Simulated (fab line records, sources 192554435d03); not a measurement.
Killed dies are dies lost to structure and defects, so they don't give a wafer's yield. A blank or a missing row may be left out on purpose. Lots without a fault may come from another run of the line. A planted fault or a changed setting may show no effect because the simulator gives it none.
Chamber matching | flow n5_finfet | N5_BEOL_M12_VIA_ETCH_16 on rie_diel-06: 4 sister chambers
The step etches SiOC in C4F8/O2/Ar, target depth 724.8 nm. 18 wafers are shown with their chamber, then 9 later ones without.

WAFERS WITH THEIR CHAMBER
wafer  | chamber | showerhead_plenum_p_Torr (Torr) | drypump_motor_current_A (A) | throttle_valve_pct (%)
L079.1 | 2       | 3.25                            | 5.1                         | 24.54
L079.4 | 1       | 3.61                            | 5.9                         | 24.47
L079.6 | 2       | 3.25                            | 5.1                         | 24.53
L077.1 | 1       | 3.61                            | 5.9                         | 24.48
L077.3 | 2       | 3.25                            | 5.1                         | 24.55
L077.6 | 3       | 3.59                            | 5.8                         | 24.10
L081.1 | 1       | 3.61                            | 5.9                         | 24.48
L081.2 | 3       | 3.59                            | 5.7                         | 24.12
L081.5 | 2       | 3.24                            | 5.1                         | 24.58
L082.1 | 2       | 3.24                            | 5.1                         | 24.57
L082.5 | 2       | 3.24                            | 5.1                         | 24.56
L082.6 | 1       | 3.61                            | 5.9                         | 24.48
L083.4 | 3       | 3.59                            | 5.8                         | 24.13
L083.5 | 0       | 3.35                            | 5.9                         | 24.22
L083.6 | 1       | 3.61                            | 5.9                         | 24.50
L092.2 | 3       | 3.58                            | 5.8                         | 24.14
L092.3 | 0       | 3.34                            | 5.8                         | 24.26
L092.5 | 3       | 3.58                            | 5.8                         | 24.14

SIGNATURES (means of the wafers above)
reading                  | chamber 0 | chamber 1 | chamber 2 | chamber 3 | scatter within a chamber
showerhead_plenum_p_Torr | 3.3450    | 3.6100    | 3.2450    | 3.5860    | 0.00478
drypump_motor_current_A  | 5.850     | 5.900     | 5.100     | 5.780     | 0.0305
throttle_valve_pct       | 24.2400   | 24.4820   | 24.5550   | 24.1260   | 0.0172
Rule: a wafer's distance from a chamber is the root of the sum, over the readings, of the square of ((its reading less the chamber's mean) divided by the reading's scatter). The wafer belongs to the nearest chamber; if the next one is less than 2 further off, it can't be placed. The scatter: the root of (the sum of the squares of (reading less its chamber's mean) over the shown wafers, divided by (wafers less chambers)).

WAFERS WITHOUT THEIR CHAMBER
wafer  | showerhead_plenum_p_Torr (Torr) | drypump_motor_current_A (A) | throttle_valve_pct (%)
L093.1 | 3.58                            | 5.8                         | 24.15
L093.4 | 3.34                            | 5.8                         | 24.26
L093.6 | 3.59                            | 5.9                         | 24.53
L095.2 | 3.63                            | 5.1                         | 24.24
L095.3 | 3.33                            | 5.9                         | 24.27
L095.4 | 3.59                            | 5.9                         | 24.54
L097.2 | 3.63                            | 5.1                         | 24.27
L097.3 | 3.33                            | 5.8                         | 24.29
L097.4 | 3.59                            | 5.9                         | 24.54

WHICH CHAMBER EACH WENT THROUGH
wafer  | from the rows above | in truth
L093.1 | 3                   | 3
L093.4 | 0                   | 0
L093.6 | 1                   | 1
L095.2 | 3                   | 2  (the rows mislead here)
L095.3 | 0                   | 0
L095.4 | 1                   | 1
L097.2 | 3                   | 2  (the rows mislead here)
L097.3 | 0                   | 0
L097.4 | 1                   | 1
Placed correctly: 7 of 9. Can't be placed from these rows: 0. Placed wrongly: 2.
